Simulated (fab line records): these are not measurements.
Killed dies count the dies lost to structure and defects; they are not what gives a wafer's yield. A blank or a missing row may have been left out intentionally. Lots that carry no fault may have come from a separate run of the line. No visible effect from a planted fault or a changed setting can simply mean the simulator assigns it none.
The tool behind it: which one? + flow n5_finfet + 72 wafers from 24 lots sampled at 5 of the route's 1938 steps

## WHAT THE GAUGES SHOWED, per wafer
N5_STI_FIN_REVEAL_CD_MEAS_22: target cd 6.238 nm, pitch 28 nm.
| lot  | measured    | on        | cd_nm (nm)  |
|------|-------------|-----------|-------------|
| L074 | day 2 15:41 | cd_sem-01 | 6.3 6.5 5.8 |
| L075 | day 2 18:27 | cd_sem-01 | 6.1 6.1 6.0 |
| L076 | day 3 00:34 | cd_sem-01 | 6.3 6.6 6.2 |
| L077 | day 3 07:21 | cd_sem-02 | 5.7 6.5 5.9 |
| L078 | day 3 12:59 | cd_sem-02 | 6.3 6.3 6.2 |
| L079 | day 3 18:38 | cd_sem-02 | 6.8 6.4 6.4 |
| L080 | day 4 01:14 | cd_sem-02 | 6.7 6.3 5.9 |
| L081 | day 4 06:19 | cd_sem-02 | 6.3 6.1 6.2 |
| L082 | day 4 12:04 | cd_sem-01 | 6.0 6.4 6.2 |
| L083 | day 4 19:05 | cd_sem-01 | 6.4 7.0 6.3 |
| L084 | day 5 02:22 | cd_sem-01 | 6.7 6.3 6.6 |
| L085 | day 5 12:20 | cd_sem-02 | 5.9 6.2 6.6 |
| L086 | day 5 15:07 | cd_sem-01 | 6.4 6.5 6.9 |
| L087 | day 5 18:19 | cd_sem-02 | 6.7 6.1 6.5 |
| L088 | day 5 23:49 | cd_sem-01 | 6.9 6.1 6.2 |
| L089 | day 6 06:42 | cd_sem-01 | 6.2 6.7 6.2 |
| L090 | day 6 12:09 | cd_sem-02 | 6.9 6.9 6.6 |
| L091 | day 6 18:26 | cd_sem-01 | 6.0 6.6 6.8 |
| L092 | day 7 01:09 | cd_sem-01 | 6.2 6.6 6.7 |
| L093 | day 7 07:39 | cd_sem-02 | 6.3 6.0 6.3 |
| L094 | day 7 14:01 | cd_sem-01 | 6.4 6.5 6.5 |
| L095 | day 7 20:12 | cd_sem-02 | 6.7 5.8 6.1 |
| L096 | day 8 00:31 | cd_sem-02 | 6.6 6.6 6.8 |
| L097 | day 8 07:44 | cd_sem-01 | 6.7 6.5 6.7 |

N5_STI_FIN_REVEAL_INSPECT_13: inspects for defects (darkfield).
| lot  | measured    | on                | raw_defect_count |
|------|-------------|-------------------|------------------|
| L074 | day 2 15:49 | defect_inspect-02 | 9 8 10           |
| L075 | day 2 18:34 | defect_inspect-01 | 12 10 9          |
| L076 | day 3 00:41 | defect_inspect-02 | 17 15 25         |
| L077 | day 3 07:28 | defect_inspect-01 | 11 22 14         |
| L078 | day 3 13:07 | defect_inspect-01 | 13 8 11          |
| L079 | day 3 18:46 | defect_inspect-01 | 20 13 32         |
| L080 | day 4 01:22 | defect_inspect-01 | 22 5 7           |
| L081 | day 4 06:26 | defect_inspect-02 | 22 15 16         |
| L082 | day 4 12:11 | defect_inspect-01 | 11 10 3          |
| L083 | day 4 19:12 | defect_inspect-02 | 23 17 23         |
| L084 | day 5 02:29 | defect_inspect-02 | 3 13 7           |
| L085 | day 5 12:28 | defect_inspect-02 | 4 10 6           |
| L086 | day 5 15:14 | defect_inspect-02 | 12 6 8           |
| L087 | day 5 18:26 | defect_inspect-02 | 10 10 5          |
| L088 | day 5 23:58 | defect_inspect-01 | 6 7 6            |
| L089 | day 6 06:49 | defect_inspect-02 | 17 6 14          |
| L090 | day 6 12:16 | defect_inspect-02 | 15 9 12          |
| L091 | day 6 18:39 | defect_inspect-02 | 8 22 8           |
| L092 | day 7 01:16 | defect_inspect-02 | 14 10 19         |
| L093 | day 7 07:46 | defect_inspect-01 | 16 14 9          |
| L094 | day 7 14:08 | defect_inspect-02 | 6 14 10          |
| L095 | day 7 20:19 | defect_inspect-02 | 5 10 10          |
| L096 | day 8 00:38 | defect_inspect-02 | 8 9 19           |
| L097 | day 8 07:51 | defect_inspect-01 | 12 23 12         |

## TOOL THAT RAN EACH LOT (tool first, then ch and the chambers of the sampled wafers, then the start)
| lot  | N5_STI_FIN_REVEAL_ETCH_34       | N5_STI_FIN_REVEAL_OXIDATION_31      | N5_STI_FIN_REVEAL_OXIDATION_33      |
|------|---------------------------------|-------------------------------------|-------------------------------------|
| L074 | rie_si-02 ch 1,2,3, day 2 15:07 | plasma_asher-02 ch 0,1, day 2 15:11 | plasma_asher-01 ch 0,1, day 2 15:32 |
| L075 | rie_si-02 ch 1,2,3, day 2 17:53 | plasma_asher-02 ch 0,1, day 2 17:56 | plasma_asher-01 ch 0,1, day 2 18:17 |
| L076 | rie_si-02 ch 1,2, day 2 23:59   | plasma_asher-01 ch 0,1, day 3 00:04 | plasma_asher-02 ch 0,1, day 3 00:25 |
| L077 | rie_si-01 ch 1,2,3, day 3 06:46 | plasma_asher-02 ch 0,1, day 3 06:50 | plasma_asher-02 ch 0,1, day 3 07:11 |
| L078 | rie_si-02 ch 0,1, day 3 12:25   | plasma_asher-02 ch 0,1, day 3 12:29 | plasma_asher-01 ch 0,1, day 3 12:50 |
| L079 | rie_si-02 ch 1,2,3, day 3 18:04 | plasma_asher-01 ch 0,1, day 3 18:08 | plasma_asher-01 ch 0,1, day 3 18:29 |
| L080 | rie_si-03 ch 1,2, day 4 00:40   | plasma_asher-01 ch 0,1, day 4 00:45 | plasma_asher-01 ch 0,1, day 4 01:06 |
| L081 | rie_si-01 ch 0,1,3, day 4 05:44 | plasma_asher-01 ch 0,1, day 4 05:47 | plasma_asher-01 ch 0,1, day 4 06:08 |
| L082 | rie_si-01 ch 0,1, day 4 11:29   | plasma_asher-02 ch 0,1, day 4 11:33 | plasma_asher-02 ch 0,1, day 4 11:54 |
| L083 | rie_si-01 ch 1,2, day 4 18:30   | plasma_asher-02 ch 0,1, day 4 18:35 | plasma_asher-02 ch 0,1, day 4 18:56 |
| L084 | rie_si-02 ch 2,3, day 5 01:47   | plasma_asher-01 ch 0,1, day 5 01:51 | plasma_asher-01 ch 1, day 5 02:12   |
| L085 | rie_si-01 ch 0,1, day 5 11:46   | plasma_asher-02 ch 0,1, day 5 11:50 | plasma_asher-01 ch 0,1, day 5 12:11 |
| L086 | rie_si-02 ch 0,1,3, day 5 14:32 | plasma_asher-01 ch 0,1, day 5 14:36 | plasma_asher-01 ch 0,1, day 5 14:57 |
| L087 | rie_si-03 ch 0,1,2, day 5 17:44 | plasma_asher-02 ch 0,1, day 5 17:47 | plasma_asher-02 ch 0,1, day 5 18:08 |
| L088 | rie_si-01 ch 2,3, day 5 23:15   | plasma_asher-01 ch 1, day 5 23:19   | plasma_asher-02 ch 0,1, day 5 23:40 |
| L089 | rie_si-03 ch 1,3, day 6 06:08   | plasma_asher-01 ch 0,1, day 6 06:11 | plasma_asher-01 ch 0,1, day 6 06:32 |
| L090 | rie_si-02 ch 1,3, day 6 11:29   | plasma_asher-02 ch 0,1, day 6 11:32 | plasma_asher-02 ch 0,1, day 6 11:55 |
| L091 | rie_si-01 ch 0,1,3, day 6 17:52 | plasma_asher-01 ch 0,1, day 6 17:55 | plasma_asher-02 ch 0,1, day 6 18:16 |
| L092 | rie_si-03 ch 1,2,3, day 7 00:34 | plasma_asher-01 ch 0,1, day 7 00:38 | plasma_asher-01 ch 0,1, day 7 00:59 |
| L093 | rie_si-03 ch 1,2, day 7 07:04   | plasma_asher-02 ch 0,1, day 7 07:07 | plasma_asher-02 ch 0,1, day 7 07:29 |
| L094 | rie_si-02 ch 0,2,3, day 7 13:26 | plasma_asher-02 ch 0, day 7 13:30   | plasma_asher-02 ch 0,1, day 7 13:51 |
| L095 | rie_si-01 ch 1,2,3, day 7 19:35 | plasma_asher-02 ch 0,1, day 7 19:39 | plasma_asher-01 ch 0,1, day 7 20:02 |
| L096 | rie_si-01 ch 1,3, day 7 23:53   | plasma_asher-02 ch 1, day 7 23:57   | plasma_asher-02 ch 0,1, day 8 00:22 |
| L097 | rie_si-03 ch 1,3, day 8 07:09   | plasma_asher-02 ch 0,1, day 8 07:13 | plasma_asher-02 ch 0,1, day 8 07:34 |
- N5_STI_FIN_REVEAL_ETCH_34: etches Si in H2, material Si, target depth 0.97 nm.
- N5_STI_FIN_REVEAL_OXIDATION_31: chemistry O2 PLASMA REMOTE, time 20 s.
- N5_STI_FIN_REVEAL_OXIDATION_33: chemistry O2 PLASMA REMOTE, time 20 s.

## WHAT THE TOOLS THEMSELVES READ (means of the sampled wafers that have a number; where no wafer has one, the mark that the record gives instead)
N5_STI_FIN_REVEAL_ETCH_34.
| lot  | tool      | drypump_motor_current_A (A) | oes_product_au (a.u.) | throttle_valve_pct (%) |
|------|-----------|-----------------------------|-----------------------|------------------------|
| L074 | rie_si-02 | 5.4                         | 0.987                 | 25.9                   |
| L075 | rie_si-02 | 5.4                         | 0.979                 | 25.8                   |
| L076 | rie_si-02 | 5.2                         | 0.993                 | 26.0                   |
| L077 | rie_si-01 | 5.4                         | 0.984                 | 26.2                   |
| L078 | rie_si-02 | 5.2                         | 0.988                 | 26.2                   |
| L079 | rie_si-02 | 5.4                         | 0.983                 | 25.8                   |
| L080 | rie_si-03 | 5.1                         | 0.986                 | 26.0                   |
| L081 | rie_si-01 | 5.9                         | 0.991                 | 26.2                   |
| L082 | rie_si-01 | 6.1                         | 0.995                 | 25.9                   |
| L083 | rie_si-01 | 5.5                         | 0.987                 | 25.9                   |
| L084 | rie_si-02 | 5.6                         | 0.975                 | 25.7                   |
| L085 | rie_si-01 | 6.3                         | 0.992                 | 26.1                   |
| L086 | rie_si-02 | 5.4                         | 0.986                 | 25.9                   |
| L087 | rie_si-03 | 5.2                         | 1.005                 | 25.8                   |
| L088 | rie_si-01 | 5.0                         | 0.982                 | 26.5                   |
| L089 | rie_si-03 | 5.3                         | 0.995                 | 25.9                   |
| L090 | rie_si-02 | 5.5                         | 0.984                 | 25.8                   |
| L091 | rie_si-01 | 5.9                         | 0.989                 | 26.2                   |
| L092 | rie_si-03 | 5.2                         | 0.998                 | 25.7                   |
| L093 | rie_si-03 | 5.1                         | 0.988                 | 25.5                   |
| L094 | rie_si-02 | 5.4                         | 0.991                 | 26.0                   |
| L095 | rie_si-01 | 5.4                         | 0.986                 | 26.2                   |
| L096 | rie_si-01 | 5.5                         | 0.980                 | 26.2                   |
| L097 | rie_si-03 | 5.3                         | 0.985                 | 25.9                   |

N5_STI_FIN_REVEAL_OXIDATION_31.
| lot  | tool            | drypump_motor_current_A (A) | heater_power_w (W) | o2_flow_sccm (sccm) |
|------|-----------------|-----------------------------|--------------------|---------------------|
| L074 | plasma_asher-02 | 6.1                         | 153                | 3004                |
| L075 | plasma_asher-02 | 6.1                         | 151                | 3001                |
| L076 | plasma_asher-01 | 5.4                         | 138                | 3012                |
| L077 | plasma_asher-02 | 5.9                         | 154                | 2999                |
| L078 | plasma_asher-02 | 5.9                         | 156                | 2997                |
| L079 | plasma_asher-01 | 5.5                         | 137                | 3009                |
| L080 | plasma_asher-01 | 5.5                         | 138                | 3015                |
| L081 | plasma_asher-01 | 5.4                         | 139                | 3006                |
| L082 | plasma_asher-02 | 6.1                         | 153                | 3007                |
| L083 | plasma_asher-02 | 5.9                         | 157                | 3004                |
| L084 | plasma_asher-01 | 5.5                         | 136                | 3009                |
| L085 | plasma_asher-02 | 5.9                         | 156                | 2995                |
| L086 | plasma_asher-01 | 5.5                         | 140                | 2998                |
| L087 | plasma_asher-02 | 5.9                         | 155                | 3009                |
| L088 | plasma_asher-01 | 5.4                         | 143                | 2999                |
| L089 | plasma_asher-01 | 5.4                         | 139                | 3005                |
| L090 | plasma_asher-02 | 6.1                         | 153                | 3000                |
| L091 | plasma_asher-01 | 5.5                         | 139                | 3001                |
| L092 | plasma_asher-01 | 5.4                         | 139                | 2993                |
| L093 | plasma_asher-02 | 5.9                         | 156                | 3003                |
| L094 | plasma_asher-02 | 6.4                         | 151                | 2998                |
| L095 | plasma_asher-02 | 5.9                         | 156                | 2995                |
| L096 | plasma_asher-02 | 5.6                         | 158                | 3000                |
| L097 | plasma_asher-02 | 5.9                         | 155                | 2993                |

N5_STI_FIN_REVEAL_OXIDATION_33.
| lot  | tool            | drypump_motor_current_A (A) | heater_power_w (W) | o2_flow_sccm (sccm) |
|------|-----------------|-----------------------------|--------------------|---------------------|
| L074 | plasma_asher-01 | 5.4                         | 137                | 3014                |
| L075 | plasma_asher-01 | 5.5                         | 135                | 3009                |
| L076 | plasma_asher-02 | 6.1                         | 152                | 3001                |
| L077 | plasma_asher-02 | 5.9                         | 153                | 2997                |
| L078 | plasma_asher-01 | 5.5                         | 137                | 3007                |
| L079 | plasma_asher-01 | 5.5                         | 139                | 3007                |
| L080 | plasma_asher-01 | 5.4                         | 139                | 3002                |
| L081 | plasma_asher-01 | 5.4                         | 140                | 2995                |
| L082 | plasma_asher-02 | 6.1                         | 153                | 3012                |
| L083 | plasma_asher-02 | 5.9                         | 155                | 2996                |
| L084 | plasma_asher-01 | 5.4                         | 142                | 3006                |
| L085 | plasma_asher-01 | 5.4                         | 141                | 3001                |
| L086 | plasma_asher-01 | 5.5                         | 137                | 3000                |
| L087 | plasma_asher-02 | 6.1                         | 155                | 2997                |
| L088 | plasma_asher-02 | 5.9                         | 157                | 2999                |
| L089 | plasma_asher-01 | 5.4                         | 141                | 3010                |
| L090 | plasma_asher-02 | 6.1                         | 155                | 3004                |
| L091 | plasma_asher-02 | 6.1                         | 152                | 2986                |
| L092 | plasma_asher-01 | 5.4                         | 142                | 2997                |
| L093 | plasma_asher-02 | 5.9                         | 158                | 2996                |
| L094 | plasma_asher-02 | 5.9                         | 157                | 3000                |
| L095 | plasma_asher-01 | 5.5                         | 142                | 3002                |
| L096 | plasma_asher-02 | 6.1                         | 153                | 3001                |
| L097 | plasma_asher-02 | 6.1                         | 150                | 3001                |

## THE ANSWER, worked out from the rows above alone
Rule: the usual values come from the lots themselves. The widest of any qualifying gaps counts: lots, ordered by their means at a reading, are off when they make up no more than a third of the lots, leave a main group of 4 or more, and stand apart from it by 3 or more times the standard deviation of that group's means. If all means in a main group match to the digits the tables above print for the reading, that group is not used. A lot without any number at a reading at which 4 lots or more have one is off too. Any other lot the step has rows for is counted as sound. After the gauges, taken in route order, come the tools' own readings; for these a lot's mean is taken, as printed above. The first step at which some lot is off is used, and at that step the reading that is off furthest; a lot without a number counts as furthest.
Across all readings shown, no lot is off: no conclusion can be drawn from this.

## WHAT THE SIMULATOR HAD PUT IN
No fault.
